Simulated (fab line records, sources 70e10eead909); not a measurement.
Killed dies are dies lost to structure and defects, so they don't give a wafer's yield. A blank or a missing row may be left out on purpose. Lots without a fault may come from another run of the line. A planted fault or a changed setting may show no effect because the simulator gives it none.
Problem report in the 8D (eight disciplines) form, filled by code | flow nand_harc | the parts of the form that need people (team, actions taken, sign-off) are left out

1. THE PROBLEM
thk_nm at NHARC_A_DECK1_JOINT_THK_MEAS_17 reads a mean of 31.8 nm on 6 wafers of 2 lots; wafers without a fault read 45.2 nm with a standard deviation of 1.1. That is -12 standard deviations from the usual mean.
The step: measures by ellipsometry.
First seen on wafer L713.2, day 20 23:58, on film_metro-01. The record holds 36 wafers of 12 lots with a number at this step. Rule for "out", or "out of limits": more than 4 standard deviations from the usual mean. The other wafers with a number count as sound.

2. WHAT IT IS AND WHAT IT IS NOT
question                    | is                           | is not
which readings at this step | thk_nm                       | -
which lots                  | L713, L714                   | L692, L693, L697, L698, L699, L700, L704, L711, L712, L715
which wafers of those lots  | all that have a number       | -
read on which gauges        | film_metro-01, film_metro-02 | -
when                        | from day 20 23:58            | up to then (27 sound wafers); but 3 sound wafers of L715 came after

3. SUSPECTS, AND WHAT RULES EACH OUT
Counting: a tool at a process step up to the reading stays a suspect if it ran every lot that is out and no sound lot after the first of them.
- the gauge at NHARC_A_DECK1_JOINT_THK_MEAS_17: ruled out. The wafers that are out were read on 2 gauges (film_metro-01, film_metro-02).
- pecvd-04 at NHARC_A_DECK1_JOINT_DEP_16 (deposits SiO2, target thk 45 nm): kept. It ran every lot that is out, first L713 (day 20 23:41), and no sound lot after that; its last sound lot up to then is L700 (day 15 14:31).
Left after counting: pecvd-04 at NHARC_A_DECK1_JOINT_DEP_16.

4. THE CAUSE (what the simulator had put in)
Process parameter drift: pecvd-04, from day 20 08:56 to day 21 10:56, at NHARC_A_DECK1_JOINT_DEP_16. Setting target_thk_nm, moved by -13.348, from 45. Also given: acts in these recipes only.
Counting left only this tool.

5. THE CHAIN OF EFFECTS, in route order
Each row: a reading whose mean over the struck wafers that have a number lies more than 3 standard deviations from the usual. Only readings for which the record gives a usual standard deviation are gone through. hours: the time from each lot's start at the first step in this table that gives one to its start at this step, as a median over the lots. sigmas: the change in usual standard deviations.
hours | step                            | reading | usual   | on struck wafers | change | sigmas
0     | NHARC_A_DECK1_JOINT_THK_MEAS_17 | thk_nm  | 45.2 nm | 31.8             | -13.4  | -12
Later measuring or inspecting steps at which every struck wafer that the step has a row for has a number for every such reading, and none has moved that far: NHARC_A_ONON_D2_THK_MEAS_05.

6. WHAT WOULD HAVE CAUGHT IT SOONER
In this record the first reading out of limits at a measuring or inspecting step was taken at day 20 23:58, 15 hours after the fault began at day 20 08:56.
Of the tool readings at NHARC_A_DECK1_JOINT_DEP_16 for which the record gives a usual standard deviation, none was out on any struck wafer, so an alarm limit of 4 standard deviations on them would not have fired.
Of the lots that are out (2), L714 began NHARC_A_DECK1_JOINT_DEP_16 on pecvd-04 after day 20 23:58. A hold on the tool at that time would have spared it.
